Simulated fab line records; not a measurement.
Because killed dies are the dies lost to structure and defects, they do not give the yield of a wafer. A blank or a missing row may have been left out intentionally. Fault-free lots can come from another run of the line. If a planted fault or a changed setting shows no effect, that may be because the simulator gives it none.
fab line records	flow n5-finfet
record lots=6	wafers=18	last-day=17
route steps=1938 shown BEOL_M3@978 PASSIVATION@1936
lots with no fault: from the same line, run without faults
start-h: start of the lot's first displayed wafer, in hours after the record's first day	wait-h: time in hours since the lot's previous step	" as in the row above	L1.1+2: a single row standing in for several wafers	- value missing, or start not given	* or withheld: withheld	< > ~ a bound
route shown NAME@n: a module of which the file shows steps, and the number in the route of the first	usual: mean and standard deviation over wafers with no fault	same: alike in all rows	chamber/n: place in a boat	sites: readings site by site	_std_site: how widely they spread, as a standard deviation	_edge_site: mean of outer sites minus mean of inner sites	radius-mm: how far each site lies from the wafer's centre	mask NAME#n: copy n	behind: the last tool/chamber to shape the wafer	hold: the reason the lot was held/the length of the hold in hours/how it ended	device: which transistor (n, p or np) failed to switch	end of line: the same wafers' tests at the end of the route	a step without rows: its recipe alone	killed: at the first sort, the dies lost to defects and structure; wafer yield is something else	map: the dies of a wafer, with x for killed, . for not killed, _ for no die there
set.NAME: the setting as run; set.NAME@STEP: as run at that earlier step	model.NAME: the simulator's own value behind a step, which no gauge read
lots at selected steps of the route; one table per step, one row per wafer
services: the hour from which a tool's chamber was out of use, counted from the record's first day as start-h (under 0 if before that day), plus the number of hours and why
## steps
# step N5_BEOL_M3_STRIP_83
# recipe chemistry=C4F6/O2	resist=SiARC	rf-frequency-hz=6e+07
# step N5_BEOL_M3_STRIP_36
# recipe chemistry=N2/H2	power-w=450	temp-c=40	pressure-mtorr=20	rf-frequency-hz=6e+07	overash-fraction=0.3	bias-power-w=7	h2-frac=0.5	n2-flow-sccm=200	h2-flow-sccm=200
# step N5_BEOL_M3_TRENCH_ETCH_37
# recipe chemistry=C4F6/O2	target-depth-a=555.55	target=SiOC	time-s=29.2	ion-energy-ev=250	pressure-mtorr=30	source-w=355	bias-w=185	Ar_flow_sccm=300	C4F6_flow_sccm=10	O2_flow_sccm=10
# usual drypump-motor-current-A=5.8/0.4	oes-product-au=0.77/0.091	rf-vpp-V=663/6.4	showerhead-plenum-p-Torr=2.81/0.086	throttle-valve-pct=20.85/0.26
lot.wafer	tool	chamber	start-h	wait-h	drypump-motor-current-A	oes-product-au	rf-hours-counter-h	rf-vpp-V	showerhead-plenum-p-Torr	throttle-valve-pct
L288.3	rie-diel-03	3	-	-	6.2	0.80	100	652	2.76	20.85
L288.4	"	2	"	"	6.2	0.74	160	660	2.74	20.85
L288.6	"	1	"	"	4.7	0.66	-	667	2.92	21.00
L292.1	rie-diel-03	2	-	-	6.2	0.72	170	660	2.73	20.86
L292.5	"	3	"	"	6.2	0.79	-	652	2.75	20.87
L292.6	"	0	"	"	6.1	0.76	-	665	2.72	20.99
L302.1	rie-diel-04	0	-	-	5.6	0.68	229	666	2.81	21.19
L302.3	"	1	"	"	6.1	0.73	185	676	2.94	20.76
L302.4	"	2	"	"	5.7	0.92	-	662	2.80	20.78
L303.3	rie-diel-02	0	-	-	5.7	0.72	171	662	2.85	21.18
L303.5	"	0	"	"	5.7	0.72	-	660	2.85	21.16
L303.6	"	1	"	"	5.7	0.74	-	654	2.63	20.45
L305.2	rie-diel-03	3	-	-	6.2	0.78	130	652	2.75	20.90
L305.3	"	2	"	"	6.2	0.71	192	659	2.72	20.90
L305.4	"	0	"	"	6.1	0.74	203	666	2.71	21.02
L307.2	rie-diel-04	3	-	-	5.8	0.70	245	659	2.80	21.07
L307.3	"	1	"	"	6.1	0.72	194	675	2.94	20.77
L307.6	"	2	"	"	5.7	0.90	-	661	2.80	20.79
# step N5_BEOL_M3_ETCH_41
# recipe chemistry=CH3F/O2	target=SiCN	target-depth-a=299	taper-deg=2	time-s=52.5	ion-energy-ev=120	mask-material=TiN	pressure-mtorr=30	source-w=395	bias-w=75	Ar_flow_sccm=150	CH3F_flow_sccm=30	O2_flow_sccm=20
# step N5_BEOL_M3_STRIP_97
# recipe chemistry=N2/H2	time-s=10	power-w=450	temp-c=40	pressure-mtorr=20	rf-frequency-hz=6e+07	bias-power-w=7	n2-flow-sccm=200	h2-flow-sccm=200
# step N5_BEOL_M3_OCD_MEAS_38
# usual trench-depth-nm=55.4/0.93
lot.wafer	tool	chamber	start-h	wait-h	trench-depth-nm
L288.3	ocd-02	-	163.39	-	55.2
L288.4	"	-	"	"	56.1
L288.6	"	-	"	"	55.3
L292.1	ocd-02	-	192.52	-	55.1
L292.5	"	-	"	"	55.5
L292.6	"	-	"	"	55.1
L302.1	ocd-02	-	263.07	-	55.2
L302.3	"	-	"	"	54.6
L302.4	"	-	"	"	55.8
L303.3	ocd-02	-	263.86	-	55.1
L303.5	"	-	"	"	54.7
L303.6	"	-	"	"	55.9
L305.2	ocd-01	-	265.94	-	55.6
L305.3	"	-	"	"	55.1
L305.4	"	-	"	"	55.4
L307.2	ocd-02	-	284.70	-	55.3
L307.3	"	-	"	"	55.0
L307.6	"	-	"	"	55.6
# step N5_BEOL_M3_HM_STRIP_39
# recipe chemistry=peroxide-tin-strip	material=TiN	target-depth-a=250	temp-c=50	time-s=158
# step N5_BEOL_M3_SRD_40
# recipe time-s=30	temp-c=23	rinse-liquid=diw	dry=ipa-marangoni
# step N5_BEOL_M3_PRECLEAN_42
# recipe chemistry=residue-remover	time-s=60	temp-c=40
# step N5_BEOL_M3_SRD_43
# recipe time-s=30	temp-c=23	rinse-liquid=diw	dry=ipa-marangoni
# step N5_BEOL_M3_CD_MEAS_35
# recipe target-cd-nm=18	target-cd-y-nm=21	polarity=opening
# usual cd-nm=18.08/0.28
lot.wafer	tool	chamber	start-h	wait-h	cd-nm
L288.3	cd-sem-02	-	163.54	0.0	17.74
L288.4	"	-	"	"	17.96
L288.6	"	-	"	"	18.23
L292.1	cd-sem-03	-	192.68	0.0	18.12
L292.5	"	-	"	"	17.59
L292.6	"	-	"	"	18.21
L302.1	cd-sem-02	-	263.22	0.0	18.15
L302.3	"	-	"	"	18.31
L302.4	"	-	"	"	18.31
L303.3	cd-sem-01	-	264.01	0.0	17.91
L303.5	"	-	"	"	18.75
L303.6	"	-	"	"	17.76
L305.2	cd-sem-01	-	266.09	0.0	17.90
L305.3	"	-	"	"	18.07
L305.4	"	-	"	"	18.13
L307.2	cd-sem-01	-	284.85	0.0	18.08
L307.3	"	-	"	"	18.08
L307.6	"	-	"	"	18.15
# step N5_BEOL_M3_DEGAS_44
# recipe ambient=vacuum	temp-c=250	time-s=60
# step N5_BEOL_M3_PRE_CLEAN_45
# recipe gas=H2/He	time-s=30	temp-c=250
# usual heater-power-w=344/29
lot.wafer	tool	chamber	start-h	wait-h	heater-power-w
L288.3	pvd-sputter-02	-	163.89	0.0	418
L288.4	"	-	"	"	340
L288.6	"	-	"	"	331
L292.1	pvd-sputter-02	-	192.82	0.0	337
L292.5	"	-	"	"	371
L292.6	"	-	"	"	324
L302.1	pvd-sputter-03	-	263.30	0.0	335
L302.3	"	-	"	"	308
L302.4	"	-	"	"	298
L303.3	pvd-sputter-02	-	264.12	0.0	416
L303.5	"	-	"	"	364
L303.6	"	-	"	"	330
L305.2	pvd-sputter-01	-	266.27	0.0	338
L305.3	"	-	"	"	360
L305.4	"	-	"	"	354
L307.2	pvd-sputter-03	-	285.33	0.0	301
L307.3	"	-	"	"	341
L307.6	"	-	"	"	344
# step N5_BEOL_M3_ALD_84
# recipe material=TaN	target-thk-a=*	temp-c=275	ald-precursor-family=PDMAT	ald-co-reactant=NH3	pressure-torr=3	carrier-flow-sccm=1500	pulse-time-s=2	purge-time-s=3	co-reactant-purge-time-s=2	co-reactant-pulse-time-s=3	ald-cycles=30	precursor-vessel-temp-c=75	precursor-vessel-pressure-torr=26.25	precursor-vessel-carrier-sccm=1000
# step N5_BEOL_M3_SURFACE_TREAT_85
# recipe gas=Ar	time-s=*	ion-energy-ev=*	ion-current-ma-cm2=0.5	pressure-mtorr=*	ar-flow-sccm=30
# step N5_BEOL_M3_CVD_47
# recipe material=Co	target-thk-a=30	temp-c=withheld	precursor=CCTBA/H2	pressure-torr=30	time-s=223.8
# step N5_BEOL_M3_SPUTTER_48
# recipe material=Cu	target-thk-a=45	temp-c=-20	chamber-pressure-pa=0.07	power-w=withheld	time-s=8.29
# step N5_BEOL_M3_ANNEAL_49
# recipe temp-c=400	time-s=240	ambient=vacuum
# step N5_BEOL_M3_SPUTTER_79
# recipe material=Cu	target-thk-a=45	temp-c=-20	chamber-pressure-pa=0.07	power-w=withheld	time-s=8.29
# usual throttle-valve-pct=29.8/0.76
lot.wafer	tool	chamber	start-h	wait-h	throttle-valve-pct
L288.3	pvd-sputter-02	-	164.63	0.1	28.7
L288.4	"	-	"	"	29.1
L288.6	"	-	"	"	31.3
L292.1	pvd-sputter-01	-	193.68	0.1	30.0
L292.5	"	-	"	"	30.9
L292.6	"	-	"	"	29.6
L302.1	pvd-sputter-03	-	264.10	0.1	29.8
L302.3	"	-	"	"	29.4
L302.4	"	-	"	"	29.2
L303.3	pvd-sputter-03	-	266.22	0.1	29.3
L303.5	"	-	"	"	29.2
L303.6	"	-	"	"	30.4
L305.2	pvd-sputter-02	-	267.03	0.1	28.5
L305.3	"	-	"	"	29.3
L305.4	"	-	"	"	31.2
L307.2	pvd-sputter-02	-	288.00	0.1	29.2
L307.3	"	-	"	"	30.3
L307.6	"	-	"	"	30.3
# step N5_BEOL_M3_ANNEAL_80
# recipe temp-c=400	time-s=240	ambient=vacuum
# step N5_BEOL_M3_SPUTTER_81
# recipe material=Cu	target-thk-a=45	temp-c=-20	chamber-pressure-pa=0.07	power-w=withheld	time-s=8.29
# step N5_BEOL_M3_ANNEAL_82
# recipe temp-c=400	time-s=240	ambient=vacuum
# step N5_BEOL_M3_SPUTTER_86
# recipe material=Cu	target-thk-a=45	temp-c=-20	chamber-pressure-pa=0.07	power-w=withheld	time-s=8.29
# usual throttle-valve-pct=29.8/0.75
lot.wafer	tool	chamber	start-h	wait-h	throttle-valve-pct
L288.3	pvd-sputter-02	-	165.07	0.1	28.7
L288.4	"	-	"	"	29.2
L288.6	"	-	"	"	31.3
L292.1	pvd-sputter-01	-	194.12	0.1	30.3
L292.5	"	-	"	"	30.5
L292.6	"	-	"	"	29.6
L302.1	pvd-sputter-03	-	264.54	0.1	29.4
L302.3	"	-	"	"	29.5
L302.4	"	-	"	"	29.3
L303.3	pvd-sputter-03	-	266.66	0.1	29.5
L303.5	"	-	"	"	29.1
L303.6	"	-	"	"	30.4
L305.2	pvd-sputter-02	-	267.47	0.1	28.5
L305.3	"	-	"	"	29.3
L305.4	"	-	"	"	31.4
L307.2	pvd-sputter-02	-	288.44	0.1	29.3
L307.3	"	-	"	"	30.2
L307.6	"	-	"	"	29.9
# step N5_BEOL_M3_ANNEAL_87
# recipe temp-c=400	time-s=240	ambient=vacuum
# usual heater-power-w=854/81	susceptor_temp_C_max=400.9/0.33
lot.wafer	tool	chamber	start-h	wait-h	heater-power-w	susceptor_temp_C_max
L288.3	pvd-sputter-02	-	165.15	0.0	845	401.3
L288.4	"	-	"	"	811	400.5
L288.6	"	-	"	"	1049	400.9
L292.1	pvd-sputter-01	-	194.20	0.0	832	400.7
L292.5	"	-	"	"	883	400.6
L292.6	"	-	"	"	825	400.6
L302.1	pvd-sputter-03	-	264.62	0.0	739	401.1
L302.3	"	-	"	"	871	400.3
L302.4	"	-	"	"	848	400.9
L303.3	pvd-sputter-03	-	266.74	0.0	726	401.7
L303.5	"	-	"	"	853	400.6
L303.6	"	-	"	"	757	400.9
L305.2	pvd-sputter-02	-	267.55	0.0	823	401.2
L305.3	"	-	"	"	816	400.9
L305.4	"	-	"	"	1071	401.0
L307.2	pvd-sputter-02	-	288.52	0.0	805	400.7
L307.3	"	-	"	"	917	401.1
L307.6	"	-	"	"	934	401.0
# step N5_BEOL_M3_SPUTTER_88
# recipe material=Cu	target-thk-a=45	temp-c=-20	chamber-pressure-pa=0.07	power-w=withheld	time-s=8.29
# step N5_BEOL_M3_ANNEAL_89
# recipe temp-c=400	time-s=240	ambient=vacuum
# step N5_BEOL_M3_SPUTTER_90
# recipe material=Cu	target-thk-a=45	temp-c=-20	chamber-pressure-pa=0.07	power-w=withheld	time-s=8.29
# usual throttle-valve-pct=29.9/0.76
lot.wafer	tool	chamber	start-h	wait-h	throttle-valve-pct
L288.3	pvd-sputter-02	-	165.51	0.1	28.5
L288.4	"	-	"	"	29.4
L288.6	"	-	"	"	31.3
L292.1	pvd-sputter-01	-	194.56	0.1	30.3
L292.5	"	-	"	"	31.2
L292.6	"	-	"	"	29.4
L302.1	pvd-sputter-03	-	264.98	0.1	29.5
L302.3	"	-	"	"	29.7
L302.4	"	-	"	"	29.0
L303.3	pvd-sputter-03	-	267.10	0.1	29.4
L303.5	"	-	"	"	29.1
L303.6	"	-	"	"	30.4
L305.2	pvd-sputter-02	-	267.91	0.1	28.6
L305.3	"	-	"	"	29.3
L305.4	"	-	"	"	31.5
L307.2	pvd-sputter-02	-	288.88	0.1	29.1
L307.3	"	-	"	"	30.2
L307.6	"	-	"	"	30.1
# step N5_BEOL_M3_ANNEAL_91
# recipe temp-c=400	time-s=240	ambient=vacuum
# step N5_BEOL_M3_SPUTTER_92
# recipe material=Cu	target-thk-a=45	temp-c=-20	chamber-pressure-pa=0.07	power-w=withheld	time-s=8.29
# step N5_BEOL_M3_ANNEAL_93
# recipe temp-c=400	time-s=240	ambient=vacuum
# step N5_BEOL_M3_SPUTTER_94
# recipe material=Cu	target-thk-a=45	temp-c=-20	chamber-pressure-pa=0.07	power-w=withheld	time-s=8.29
# step N5_BEOL_M3_ANNEAL_95
# recipe temp-c=400	time-s=240	ambient=vacuum
# step N5_BEOL_M3_SPUTTER_96
# recipe material=Cu	target-thk-a=45	temp-c=-20	chamber-pressure-pa=0.07	power-w=withheld	time-s=8.29
# step N5_BEOL_M3_ECD_50
# recipe material=Cu	target-thk-a=3000
# step N5_BEOL_M3_ANNEAL_51
# recipe temp-c=225	time-s=90	ambient=N2
# step N5_BEOL_M3_CMP_52
# recipe stop-on=SiOC	t-overpolish-s=6.8	down-force-psi=1	platen-rpm=50	clearing-platen-down-force-psi=1.5	clearing-platen-rpm=50	post-cmp-clean=cu-alkaline	target-thk-nm=40	clearing-platen-pad-velocity-m-s=0.99484	pad-velocity-m-s=0.99484
# step N5_BEOL_M3_THK_MEAS_53
# recipe thk-meas-gauge=xrf	reads=Cu_of_BEOL_M3_ECD_50
# usual M3_THK=39.9/1.4
lot.wafer	tool	chamber	start-h	wait-h	M3_THK[nm]
L288.3	film-metro-02	-	170.60	-	39.6
L288.4	"	-	"	"	39.9
L288.6	"	-	"	"	39.2
L292.1	film-metro-02	-	198.97	-	38.5
L292.5	"	-	"	"	38.8
L292.6	"	-	"	"	37.0
L302.1	film-metro-02	-	266.97	-	41.1
L302.3	"	-	"	"	39.2
L302.4	"	-	"	"	39.5
L303.3	film-metro-02	-	268.55	-	39.0
L303.5	"	-	"	"	41.6
L303.6	"	-	"	"	39.1
L305.2	film-metro-01	-	269.37	-	39.9
L305.3	"	-	"	"	39.2
L305.4	"	-	"	"	42.3
L307.2	film-metro-01	-	290.33	-	38.3
L307.3	"	-	"	"	37.3
L307.6	"	-	"	"	38.6
# step N5_BEOL_M3_PRE_CLEAN_60
# recipe gas=NH3/H2	time-s=15	temp-c=*	rf-power-w=300
# step N5_BEOL_M3_CO_CAP_55
# recipe material=Co	target-thk-a=20	temp-c=200	precursor=CCTBA/H2	pressure-torr=30	time-s=102.1
# step N5_BEOL_M3_PRE_CLEAN_56
# recipe gas=NH3	time-s=15	temp-c=withheld	rf-power-w=300
# step N5_BEOL_M3_DEP_57
# recipe material=SiCN	target-thk-a=80	temp-c=withheld	precursor=3MS/NH3	pressure-torr=3	rf-w=202	time-s=14
# step N5_BEOL_M3_RS_MEAS_58
# recipe thk-meas-gauge=four-point-probe	reads=Co_of_BEOL_M3_CO_CAP_55+Cu_of_BEOL_M3_ECD_50+Co_of_BEOL_M3_CVD_47+TaN_of_BEOL_M3_ALD_84
# usual M3_RS=0.66/0.031
lot.wafer	tool	chamber	start-h	wait-h	M3_RS[ohm/sq]
L288.3	film-metro-02	-	170.86	0.1	0.67
L288.4	"	-	"	"	0.66
L288.6	"	-	"	"	0.68
L292.1	film-metro-02	-	199.28	0.0	0.70
L292.5	"	-	"	"	0.69
L292.6	"	-	"	"	0.74
L302.1	film-metro-01	-	267.23	0.0	0.64
L302.3	"	-	"	"	0.68
L302.4	"	-	"	"	0.67
L303.3	film-metro-01	-	268.81	0.1	0.69
L303.5	"	-	"	"	0.63
L303.6	"	-	"	"	0.68
L305.2	film-metro-02	-	269.63	0.1	0.67
L305.3	"	-	"	"	0.68
L305.4	"	-	"	"	0.62
L307.2	film-metro-02	-	290.59	0.1	0.70
L307.3	"	-	"	"	0.72
L307.6	"	-	"	"	0.69
# step N5_PASSIVATION_PROBE_49
# usual defect-limited-yield=91.5/1.3	killed_at_M0_to_M3=33/11	killed_at_M4_up=14/5.3	killed-at-contacts=11/6.3	killed-at-front-end=38/10	killed-at-other=3.7/2.8	killed-dies=101/16	killed-open=67/12	killed-short=32/7.4	sort_bin_5_function=5.0/0.86	sort_bin_6_memory=3.2/0.69	sort-n-pass=1079/16	sort-yield-pct=91.5/1.3
# same gross-dies=1180	killed-at-back-side=0	sort_bin_4_leakage[%]=0	sort_bin_8_speed[%]=0
lot.wafer	tool	chamber	start-h	wait-h	defect-limited-yield[%]	killed_at_M0_to_M3	killed_at_M4_up	killed-at-contacts	killed-at-front-end	killed-at-other	killed-dies	killed-open	killed-short	sort_bin_5_function[%]	sort_bin_6_memory[%]	sort-n-pass	sort-yield-pct[%]
L288.3	prober-02	-	297.08	0.1	85.3	122	12	9	28	2	173	53	27	9.3	3.7	1007	85.3
L288.4	prober-02	-	297.13	0.2	86.0	101	10	15	38	1	165	55	28	8.6	3.6	1015	86.0
L288.6	prober-02	-	297.23	0.3	87.9	79	10	24	29	1	143	53	33	8.6	2.5	1037	87.9
L292.1	prober-02	-	306.15	0.0	86.6	88	24	7	37	2	158	55	26	8.8	2.8	1022	86.6
L292.5	prober-02	-	306.35	0.2	82.2	131	20	14	44	1	210	75	33	11.6	4.6	970	82.2
L292.6	prober-02	-	306.40	0.3	85.9	74	26	8	58	0	166	72	37	8.0	4.5	1014	85.9
# killed by level:class
L288.3 BEOL_M3:unspecified=92 STI_FIN_REVEAL:geometric-particle:open=10 BEOL_M1:geometric-particle:open=9 MOL_CONTACT_COAG:geometric-particle:open=8 GATE_CUT:geometric-particle:short=7 BEOL_M0_SAQP:geometric-particle:short=6 BEOL_M2:geometric-particle:open=5 BEOL_M3:geometric-particle:open=4
L288.4 BEOL_M3:unspecified=81 MOL_CONTACT_COAG:geometric-particle:open=13 STI_FIN_REVEAL:geometric-particle:open=11 FIN_SAQP:geometric-particle:short=5 GATE_CUT:geometric-particle:short=5 BEOL_M5:geometric-particle:open=5 BEOL_M0_SAQP:geometric-particle:open=4 STARTING-WAFER:geometric-particle:open=4
L288.6 BEOL_M3:unspecified=55 MOL_CONTACT_COAG:geometric-particle:open=19 BEOL_M1:geometric-particle:open=6 BEOL_M2:geometric-particle:open=6 FIN_SAQP:geometric-particle:short=5 STI_FIN_REVEAL:geometric-particle:open=5 GATE_CUT:geometric-particle:short=5 MOL_CONTACT_COAG:geometric-particle:short=5
L292.1 BEOL_M3:unspecified=76 BEOL_M4:geometric-particle:open=14 FIN_SAQP:geometric-particle:short=9 MOL_CONTACT_COAG:geometric-particle:open=7 FIN_SAQP:geometric-particle:open=6 DUMMY_GATE:geometric-particle:open=6 BEOL_M2:geometric-particle:open=5 BEOL_M4:geometric-particle:short=3
L292.5 BEOL_M3:unspecified=100 MOL_CONTACT_COAG:geometric-particle:open=12 FIN_SAQP:geometric-particle:open=9 GATE_CUT:geometric-particle:short=8 BEOL_M2:geometric-particle:open=8 BEOL_M5:geometric-particle:open=7 DUMMY_GATE:geometric-particle:open=7 BEOL_M1:geometric-particle:open=6
L292.6 BEOL_M3:unspecified=53 FIN_SAQP:geometric-particle:open=18 BEOL_M4:geometric-particle:open=16 FIN_SAQP:geometric-particle:short=11 GATE_CUT:geometric-particle:short=10 BEOL_M0:geometric-particle:open=6 STI_FIN_REVEAL:geometric-particle:open=6 MOL_CONTACT_COAG:geometric-particle:open=6
# map L288.3 (x killed, . not)
_________________............________________
______________................xx_____________
___________x..............x...xxxx.__________
__________..................xxxxxx.._________
________x.......x.......xxxxxxxxxx.x.._______
_______x..x.......x...x..xxxxxxxxxxx...______
______......x.x....x.x.xxx.xxxxxxxxx...._____
_____....x..............x.xxxxxxxxxx.....____
____.....................xxxxxxxxxxx...x..___
___...x...x....x........x..xxxxxxxxxx.x....__
___....x...........xx...x.xx.xxx.xxx...x...__
__......x..................x...xxx.........._
__......x...................xx.....xx......._
_..........x..x......x.............x.......x.
_.x...x...x..................................
_......x............................x........
_.......x........x.........x...........x.....
_..................x.....................x...
_........................x..x..x............x
_.........x.......xx.........................
_...........x.....xx.x.....x........x..x.x...
__x......x.............x...................._
__.............................x............_
___....x......x..x.........................__
___................x.........x...x......x..__
____x.................x...................___
_____..x.................................____
______......................x..........._____
_______.............................x..______
________.x............................_______
__________...........x...........x.x_________
___________.....x..................__________
______________.................._____________
_________________........x...________________
# map L292.5 (x killed, . not)
_________________............________________
______________...x......x...x..._____________
___________x......x.......x...xx...__________
__________....x...x....x............_________
________.....x.x...........xx........._______
_______.x....x......x........x......x..______
______.........x.......xx..x............_____
_____..............x.............x.x.....____
____....x.......x.x...........x...........___
___...x.....x........x.....................__
___........................x...............__
__x............x................x........x.._
__.....x....x....xx........................._
_.....x........x.x.............x......x......
_x.....x........xx..xxxx.....................
_.x....x...x........x.xx.........x.....x..xx.
_....x...........x.xx.xx......x...x..........
_...............xxxxxxx.x......xx......x.....
_....x..........xxxxxxxxxx...................
_....x...x...x.x.xxxxxxxxxx.......x...x..xx..
_......x..xx...xxxxxxxxxxxxx......x......x..x
__...x.x........xxxxxxxxxxx...x...x........._
__...x........xxxxxxxxxxxxx................._
___..........x.x.xxxxxxxxxx..............x.__
___..............x.xxxxxx...x.....xx.......__
____...........x.x..xx..xxx...............___
_____xx......xx....x...x.................____
______.................................._____
_______.................x...........x..______
________..........xx.....x...x........_______
__________x.................x......._________
___________...............x........__________
______________.........x.x......_____________
_________________...x........________________
## services
tool	chamber	start-h	hours	kind
rie-diel-02	2	143.09	-	clean
rie-diel-02	2	143.09	-	consumable-replace:focus-ring
rie-diel-02	2	143.09	35.0	scheduled-down
rie-diel-02	2	143.09	35.0	vent-cycle
rie-diel-03	1	170.57	-	clean
rie-diel-03	1	170.57	-	consumable-replace:focus-ring
rie-diel-03	1	170.57	23.4	scheduled-down
rie-diel-03	1	170.57	23.4	vent-cycle
rie-diel-02	3	178.06	-	clean
rie-diel-02	3	178.06	-	consumable-replace:focus-ring
rie-diel-02	3	178.06	12.3	scheduled-down
rie-diel-02	3	178.06	12.3	vent-cycle
rie-diel-04	2	185.70	-	clean
rie-diel-04	2	185.70	-	consumable-replace:focus-ring
rie-diel-04	2	185.70	13.5	scheduled-down
rie-diel-04	2	185.70	13.5	vent-cycle
rie-diel-04	2	250.08	2.5	repair
rie-diel-04	3	257.50	8.1	repair
rie-diel-02	-	270.26	14.6	pm
pvd-sputter-03	-	285.89	3.8	repair
## key
first-sign step=N5_PASSIVATION_PROBE_49	reading=killed_at_M0_to_M3	direction=up	sigmas=6.1	usual=33	struck=99
effect step=N5_PASSIVATION_PROBE_49	reading=defect-limited-yield	direction=down	sigmas=4.4	usual=91.5	struck=85.7
more-kills-born-at N5_BEOL_M3_PRE_CLEAN_45@pvd-sputter-02=457
met-at N5_BEOL_M3_PRE_CLEAN_45
struck-wafers L288.3,L288.4,L288.6,L292.1,L292.5,L292.6
fault kind=chamber-particle-source	tool=pvd-sputter-02	chamber=-	onset-h=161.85	steps=N5_BEOL_M3_PRE_CLEAN_45	rate-per-visit-cm2=0.46105	end-h=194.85
